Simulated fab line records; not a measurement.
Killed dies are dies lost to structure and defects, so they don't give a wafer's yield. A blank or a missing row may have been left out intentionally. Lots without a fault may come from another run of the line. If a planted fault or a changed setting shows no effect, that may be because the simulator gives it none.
Commonality check across tools	flow nandHarc	Sampled: 3 lots, 9 wafers

## REASON FOR OPENING
On 3 of the 3 lots, a flag is raised at NHARC_END_SORT_01 on the reading killedAtArray. Fault-free wafers read 49, with a standard deviation of 19.
Rule: a lot is flagged when every wafer of it that has a number lies more than 4 standard deviations from that mean, or none has a number. The other lots count as sound.

lot	measured	on	killedAtArray, wafer by wafer	flag
L739	day 30 19:33	prober-02	676 674 673	FLAGGED
L741	day 31 02:34	prober-02	673 676 672	FLAGGED
L740	day 31 03:23	prober-01	674 675 676	FLAGGED
On average the flagged lots' numbers are 674, which is +625 against the usual, or +33 standard deviations.

## WHICH TOOL RAN EACH LOT
4 process steps preceding the reading are held in the record, out of 1302 steps in the route. Each cell gives the tool, then ch followed by the chambers the sampled wafers passed through, then the start.
lot	flag	NHARC_A_STAIRCASE_ETCHBACK_422	NHARC_A_STAIRCASE_CMP_472	NHARC_A_SGD_CUT_ETCHBACK_24	NHARC_A_SLIT_DEP_00
L739	FLAGGED	rieDiel-08 ch 2,3, day 24 23:34	cmp-03 ch 1,2, day 25 00:33	rieDiel-01 ch 0,2,3, day 25 18:14	no row
L741	FLAGGED	rieDiel-08 ch 0,1,3, day 25 09:46	cmp-02 ch 1,2,3, day 25 10:41	rieDiel-10 ch 0,1,2, day 25 18:22	no row
L740	FLAGGED	rieDiel-13 ch 0,2, day 24 23:41	cmp-02 ch 0,1,3, day 25 00:40	rieDiel-10 ch 0,3, day 25 18:13	no row
What these steps do:
- NHARC_A_STAIRCASE_ETCHBACK_422: etches the open film in CH3F/O2, target depth 40 nm, time 74.286 s.
- NHARC_A_STAIRCASE_CMP_472: polishes SiO2.
- NHARC_A_SGD_CUT_ETCHBACK_24: etches the open film in CH3F/O2, target depth 50 nm, time 92.857 s.
- NHARC_A_SLIT_DEP_00: deposits aC, target thk 6200 nm.
- NHARC_END_SORT_01

## FLAGGED OVER TOTAL, TOOL BY TOOL (the gauges that took the reading come last)
step	tool	lots run	flagged	share of the flagged lots	sound lots run after its first flagged lot
NHARC_A_STAIRCASE_ETCHBACK_422	rieDiel-08	2	2	some	0
NHARC_A_STAIRCASE_ETCHBACK_422	rieDiel-13	1	1	some	0
NHARC_A_STAIRCASE_CMP_472	cmp-02	2	2	some	0
NHARC_A_STAIRCASE_CMP_472	cmp-03	1	1	some	0
NHARC_A_SGD_CUT_ETCHBACK_24	rieDiel-01	1	1	some	0
NHARC_A_SGD_CUT_ETCHBACK_24	rieDiel-10	2	2	some	0
NHARC_END_SORT_01	prober-01	1	1	some	0
NHARC_END_SORT_01	prober-02	2	2	some	0

## WHAT IS ALLOWED BY THE TABLE
No row of the table ran every flagged lot.

## WHAT THE SIMULATOR PUT IN
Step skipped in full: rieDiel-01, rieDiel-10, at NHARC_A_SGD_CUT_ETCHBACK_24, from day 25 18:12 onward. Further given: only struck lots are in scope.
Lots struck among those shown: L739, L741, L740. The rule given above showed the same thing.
